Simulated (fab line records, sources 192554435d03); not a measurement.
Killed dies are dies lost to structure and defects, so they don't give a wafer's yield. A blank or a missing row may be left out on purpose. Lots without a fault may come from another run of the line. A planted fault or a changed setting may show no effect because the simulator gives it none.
A struck lot beside a sound one | flow n5_finfet | 15 steps out of a route of 1938
Sound: wafers L298.3, L298.5, L298.6. Struck: wafers L309.2, L309.5. (L309.6 of the same lot was not struck and is left out.) The cause comes at the end.
At each step with rows: each side's tool, then ch and its chambers, then its first start. Under that, the readings that differ: sound wafers | struck wafers | difference of the means | sigmas: that difference in standard deviations of wafers without a fault.
alike: readings whose means differ by less than 2 such deviations, and words and numbers that are the same on both sides. not compared: withheld readings, readings that some wafer has no value for, bounds like >300 that may hide the same value, and numbers for which the record gives no deviation and whose values overlap.
The two part at a step that has a row with sigmas, a row that says differs or no value, or rows on one side only. Numbers that don't overlap but have no deviation are shown without sigmas and don't part them. A reading that every wafer of one side lacks parts them only if that side has two wafers or more.

first, 3 steps without rows for these wafers: N5_BEOL_M8_EXPOSE_25 (exposes mask V7, target cd 40 nm); N5_BEOL_M8_PEB_26 (peb time 60 s); N5_BEOL_M8_DEVELOP_27 (develop time 30 s).
N5_BEOL_M8_CD_MEAS_28: target cd 40 nm.
  sound on cd_sem-03 ch 0, day 10 03:17; struck on cd_sem-02 ch 0, day 13 06:42
  alike: cd_nm
N5_BEOL_M8_OVL_MEAS_29:
  sound on overlay-02 ch 0, day 10 03:19; struck on overlay-01 ch 0, day 13 06:44
  alike: V7_OVL
N5_BEOL_M8_INSPECT_30: inspects for defects (brightfield).
  sound on defect_inspect-02, day 10 03:22; struck on defect_inspect-01, day 13 06:50
  alike: raw_defect_count
N5_BEOL_M8_DESCUM_33: chemistry O2, time 7 s.
  sound on rie_diel-02 ch 0,1, day 10 03:24; struck on rie_diel-06 ch 2, day 13 06:52
  reading                         | sound          | struck    | difference | sigmas
  showerhead_plenum_p_Torr (Torr) | 2.04 2.08 2.04 | 2.20 2.20 | +0.15      | +2
  alike: drypump_motor_current_A, oes_product_au, rf_vpp_V, throttle_valve_pct
  not compared: rf_hours_counter_h
N5_BEOL_M8_ETCH_72: etches underlayer in N2/H2, target depth 6.5 nm, time 5.2 s.
  sound on rie_diel-02 ch 0,1, day 10 03:26; struck on rie_diel-06 ch 2, day 13 06:55
  reading                         | sound             | struck      | difference | sigmas
  rf_vpp_V (V)                    | 521.2 523.7 521.9 | 528.9 528.4 | +6.4       | +2
  showerhead_plenum_p_Torr (Torr) | 2.49 2.56 2.49    | 2.69 2.69   | +0.18      | +2
  alike: bias_w, drypump_motor_current_A, etch_rf_on_time_s, oes_product_au, throttle_valve_pct
  not compared: rf_hours_counter_h
N5_BEOL_M8_ETCH_65: etches SiARC in CF4, target depth 15.6 nm, time 26 s.
  sound on rie_diel-02 ch 0,1, day 10 03:27; struck on rie_diel-06 ch 2, day 13 06:55
  reading                         | sound             | struck      | difference | sigmas
  rf_vpp_V (V)                    | 183.9 183.4 182.9 | 185.9 185.5 | +2.3       | +2
  showerhead_plenum_p_Torr (Torr) | 2.10 2.14 2.09    | 2.26 2.26   | +0.15      | +2
  alike: bias_w, drypump_motor_current_A, etch_rf_on_time_s, oes_product_au, throttle_valve_pct
  not compared: rf_hours_counter_h
N5_BEOL_M8_ETCH_66: etches SOC in N2/H2, target depth 80 nm, overetch 16 nm, time 120 s.
  sound on rie_diel-02 ch 0,1, day 10 03:29; struck on rie_diel-06 ch 2, day 13 06:57
  reading                         | sound             | struck      | difference | sigmas
  rf_vpp_V (V)                    | 523.2 523.3 521.4 | 528.5 526.1 | +4.7       | +2
  showerhead_plenum_p_Torr (Torr) | 2.49 2.57 2.49    | 2.69 2.69   | +0.17      | +2
  alike: bias_w, drypump_motor_current_A, oes_product_au, throttle_valve_pct
  not compared: rf_hours_counter_h
then, 2 steps without rows for these wafers: N5_BEOL_M8_STRIP_69 (strips in N2/H2); N5_BEOL_M8_STRIP_73 (strips in N2/H2).
N5_BEOL_M8_VIA_ETCH_34: etches SiCOH lowk in C4F6/O2, target depth 125.5 nm, time 50.5 s.
  sound on rie_diel-02 ch 0,1, day 10 03:35; struck on rie_diel-06 ch 2, day 13 07:03
  reading                         | sound             | struck      | difference | sigmas
  bias_w (W)                      | 184.4 184.6 185.9 | 191.7 191.6 | +6.7       | +12
  rf_vpp_V (V)                    | 672 653 673       | 694 695     | +28        | +2
  showerhead_plenum_p_Torr (Torr) | 2.80 2.83 2.80    | 3.00 3.00   | +0.19      | +2
  alike: C4F6_flow_sccm, drypump_motor_current_A, oes_product_au, throttle_valve_pct
  not compared: rf_hours_counter_h
then, 1 step without rows for these wafers: N5_BEOL_M8_STRIP_76 (strips in C4F6/O2).
-- the record jumps here: 3 days lie between the struck wafers' starts before and after (it left off in module BEOL_M8 and takes up again in module PASSIVATION, whose first step shown is number 1936 of the route) --
N5_PASSIVATION_PROBE_49:
  sound on prober-02, day 12 14:40; struck on prober-02, day 16 09:19
  reading            | sound    | struck | difference | sigmas
  killed_at_M0_to_M3 | 38 59 54 | 22 37  | -21        | -2
  killed_at_M4_up    | 7 11 11  | 31 27  | +19        | +3
  alike: defect_limited_yield, killed_at_contacts, killed_at_front_end, killed_at_other, killed_dies, killed_open, killed_short, sort_bin_5_function, sort_bin_6_memory, sort_bin_8_speed, sort_n_pass

WHERE THEY PART
First at N5_BEOL_M8_DESCUM_33; last, within this record, at N5_PASSIVATION_PROBE_49.

WHY: what the simulator had put in
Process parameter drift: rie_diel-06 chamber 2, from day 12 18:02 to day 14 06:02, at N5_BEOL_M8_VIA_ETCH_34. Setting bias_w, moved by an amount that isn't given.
